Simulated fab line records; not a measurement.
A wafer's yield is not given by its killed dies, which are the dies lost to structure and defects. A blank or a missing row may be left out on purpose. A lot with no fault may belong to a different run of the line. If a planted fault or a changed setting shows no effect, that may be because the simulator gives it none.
Matching of chambers :: flow nand-harc :: 4 sister chambers for NHARC_A_CHANNEL_HOLE_D1_ETCH_38 on rie-diel-13
The step etches the open film in CF4, target depth 39 nm, time 65 s. 4 wafers are shown with their chamber, then 9 later ones without.

## EACH WAFER AND ITS CHAMBER
wafer: L629.3
chamber: 2
drypump-motor-current-A (A): 5.6

wafer: L629.4
chamber: 3
drypump-motor-current-A (A): 5.4

wafer: L632.1
chamber: 0
drypump-motor-current-A (A): 6.3

wafer: L632.6
chamber: 1
drypump-motor-current-A (A): 5.1

## WAFERS WITH NO CHAMBER GIVEN
wafer: L634.1
drypump-motor-current-A (A): 6.3

wafer: L634.2
drypump-motor-current-A (A): 5.6

wafer: L634.4
drypump-motor-current-A (A): 5.0

wafer: L635.1
drypump-motor-current-A (A): 5.4

wafer: L635.3
drypump-motor-current-A (A): 5.0

wafer: L635.5
drypump-motor-current-A (A): 5.6

wafer: L637.1
drypump-motor-current-A (A): 5.5

wafer: L637.4
drypump-motor-current-A (A): 5.0

wafer: L637.5
drypump-motor-current-A (A): 5.1

## CHAMBER TAKEN BY EACH
wafer: L634.1
from the rows above: 0
in truth: 0

wafer: L634.2
from the rows above: 2
in truth: 2

wafer: L634.4
from the rows above: 1
in truth: 1

wafer: L635.1
from the rows above: 3
in truth: 3

wafer: L635.3
from the rows above: 1
in truth: 1

wafer: L635.5
from the rows above: 2
in truth: 2

wafer: L637.1
from the rows above: can't be placed: 2 or 3
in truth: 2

wafer: L637.4
from the rows above: 1
in truth: 1

wafer: L637.5
from the rows above: 1
in truth: 1
Correct placement for 8 of the 9. From these rows, 1 cannot be placed; in 1 the true chamber is one of the candidates. Placed wrongly: 0.
How it was worked out, from the rows above alone: a wafer's distance from a chamber is the root of the sum, over the readings, of the square of ((its reading less the chamber's mean) divided by the reading's scatter). The wafer belongs to the nearest chamber; if the next one is less than 2 further off, it can't be placed. The mean given for a chamber averages the wafers shown for that chamber. The scatter: root of mean squared gap, hidden wafer to nearest shown wafer, with one shown wafer a chamber.
